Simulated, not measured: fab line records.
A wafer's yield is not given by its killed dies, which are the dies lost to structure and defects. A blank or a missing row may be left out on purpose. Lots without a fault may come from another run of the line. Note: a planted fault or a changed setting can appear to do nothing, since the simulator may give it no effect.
Comparing a struck lot with a sound one	flow n5_finfet	15 steps out of a route of 1938
Sound: the wafers L454.1, L454.3, L454.4. Struck: wafer L465.2 (left out: L465.4, L465.6 of the same lot, which were not struck); the cause appears at the end.
Per side, at each step with rows, come the tool, then ch with its chambers, and then its first start. Under that, the readings that differ: sound wafers	struck wafers	difference of the means	sigmas: that difference in standard deviations of wafers without a fault.
alike: readings whose means differ by less than 2 such deviations, and words and numbers that are the same on both sides. not compared: withheld readings, readings that some wafer has no value for, bounds like >300 that may hide the same value, and numbers for which the record gives no deviation and whose values overlap.
A row with sigmas, a row that says differs or no value, or rows on one side alone: a step with any of these is where the two part. When numbers do not overlap yet have no deviation, they are printed without sigmas and do not part them. A reading missing from all wafers of one side parts the sides only when that side holds two or more wafers.

N5_HKMG_FIN_STRIP_89: strips SOC in N2/H2, time 20 s.
  sound on rie_diel-02 ch 0,1,3, day 4 11:20; struck on rie_diel-04 ch 0, day 7 07:26
  alike: chamber_pressure_mTorr, drypump_motor_current_A, h2_flow_sccm, oes_product_au, rf_vpp_V, showerhead_plenum_p_Torr, temp_c, throttle_valve_pct
  not compared: rf_hours_counter_h
then, 1 step without rows for these wafers: N5_HKMG_FIN_WET_ETCH_87 (etches TiN in SC1, time 154.2 s, target depth 4.7 nm, rinse time 30 s).
N5_HKMG_FIN_STRIP_88: strips in N2/H2, time 360 s.
  sound on plasma_asher-02 ch 0,1, day 4 11:31; struck on plasma_asher-02 ch 1, day 7 07:37
  alike: drypump_motor_current_A, h2_flow_sccm, heater_power_w, temp_c
  not compared: rf_hours_counter_h
then, 1 step without rows for these wafers: N5_HKMG_FIN_NWFM_ALD_20 (deposits TiAlC, target thk 2 nm, pulse time 3 s, purge time 2 s).
N5_HKMG_FIN_ALD_71: deposits TiN, target thk 1 nm, pulse time 1 s, purge time 3 s.
  sound on ald_metal-01 ch 1,2,3, day 4 12:00; struck on ald_metal-03 ch 1, day 7 08:06
  alike: chamber_pressure_Torr, heater_power_w, precursor_pulse_height_rel
  not compared: ald_cycles
then, 2 steps without rows for these wafers: N5_HKMG_FIN_COAT_66 (time 60 s, resist thk 300 nm); N5_HKMG_FIN_ETCH_67 (etches SOC in N2/H2, stops on TiN, target depth 388.9 nm).
N5_HKMG_FIN_STRIP_90: strips SOC in N2/H2, time 20 s.
  sound on rie_diel-04 ch 0,1,3, day 4 12:24; struck on rie_diel-04 ch 1, day 7 08:30
  alike: chamber_pressure_mTorr, drypump_motor_current_A, h2_flow_sccm, oes_product_au, rf_vpp_V, showerhead_plenum_p_Torr, temp_c, throttle_valve_pct
  not compared: rf_hours_counter_h
then, 4 steps without rows for these wafers: N5_HKMG_FIN_WET_ETCH_73 (etches the open film in SC1, time 42.3 s, target depth 1.3 nm, rinse time 30 s); N5_HKMG_FIN_ETCHBACK_68 (etches the open film in Cl2/Ar, stops on HfO2, target depth 0.5 nm); N5_HKMG_FIN_STRIP_69 (strips in N2/H2, time 360 s); N5_HKMG_FIN_ALD_21 (deposits TiN, target thk 1.5 nm, pulse time 1 s, purge time 3 s).
N5_HKMG_FIN_ALD_72: deposits W, target thk 2 nm, pulse time 1 s, purge time 2 s.
  sound on cvd_w-02 ch 0,1, day 4 13:27; struck on cvd_w-01 ch 0, day 7 09:32
reading	sound	struck	difference	sigmas
ald_cycles	7 7 7	5	-2	
model.W_of_HKMG_FIN_ALD_72.thk_nm (nm)	2 2 2	1.6	-0.4	
  alike: chamber_pressure_Torr, heater_power_w, precursor_pulse_height_rel
N5_HKMG_FIN_W_FILL_22: material W, target thk 60 nm, time 18.2 s.
  sound on cvd_w-02 ch 0,1, day 4 13:31; struck on cvd_w-01 ch 0, day 7 09:36
reading	sound	struck	difference	sigmas
chamber_pressure_Torr (Torr)	39.26 39.30 39.37	39.55	+0.24	+3
  alike: heater_power_w, throttle_valve_pct
-- a jump in the record: the struck wafers' starts before and after are 4 days apart (it breaks off in module HKMG_FIN and resumes in module BEOL_M4, where the first step shown is number 1111 of the route) --
N5_BEOL_M4_RC_MEAS_101:
  sound on prober-01 ch 0, day 8 07:22; struck on prober-01 ch 0, day 11 10:56
reading	sound	struck	difference	sigmas
DIBL_P (mV/V)	37.4 41.5 34.2	33.3	-4.4	-2
ION_P (uA/um)	466 479 455	451	-16	-2
VT_P (mV)	-248 -245 -251	-255	-7	-2
  alike: DIBL_N, IOFF_N, IOFF_P, ION_N, SS_N, SS_P, VT_N

WHERE THEY PART
First at N5_HKMG_FIN_W_FILL_22; last, within this record, at N5_BEOL_M4_RC_MEAS_101.

WHY: whatever the simulator had introduced
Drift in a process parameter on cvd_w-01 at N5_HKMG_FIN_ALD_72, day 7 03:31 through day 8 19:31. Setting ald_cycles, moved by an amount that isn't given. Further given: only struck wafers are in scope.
